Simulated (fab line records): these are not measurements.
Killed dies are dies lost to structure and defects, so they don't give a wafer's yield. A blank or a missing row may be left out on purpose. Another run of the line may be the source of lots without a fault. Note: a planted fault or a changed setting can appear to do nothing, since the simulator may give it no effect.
Matching of chambers	flow n5-finfet	rie-diel-02 running N5_GATE_CUT_ETCH_58: 4 sister chambers
The step etches SiNx in CH3F/O2, target depth 17 nm, time 128.6 s. 4 wafers are shown with their chamber, then 8 later ones without.

== WAFERS, EACH WITH ITS CHAMBER ==
wafer	chamber	throttle-valve-pct (%)
L082.3	1	16.01
L084.1	3	16.36
L084.6	2	16.36
L086.1	0	16.90

== WAFERS MISSING THEIR CHAMBER ==
wafer	throttle-valve-pct (%)
L086.4	16.38
L086.5	16.38
L089.3	16.39
L089.4	16.05
L089.6	16.37
L096.1	16.95
L096.2	16.40
L096.3	16.43

== EACH ONE'S CHAMBER ==
wafer	from the rows above	in truth
L086.4	can't be placed: 2 or 3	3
L086.5	can't be placed: 2 or 3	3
L089.3	can't be placed: 2 or 3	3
L089.4	1	1
L089.6	can't be placed: 2 or 3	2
L096.1	0	0
L096.2	can't be placed: 2 or 3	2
L096.3	can't be placed: 2 or 3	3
2 of 8 placed correctly. Unplaceable from these rows: 6, with the true chamber sitting among the candidates in 6. Placed wrongly: 0.
How it was worked out, from the rows above alone: a wafer's distance from a chamber is the root of the sum, over the readings, of the square of ((its reading less the chamber's mean) divided by the reading's scatter). The wafer belongs to the nearest chamber; if the next one is less than 2 further off, it can't be placed. A chamber's mean is the mean of its shown wafers. The scatter: root of mean squared gap, hidden wafer to nearest shown wafer, with one shown wafer a chamber.
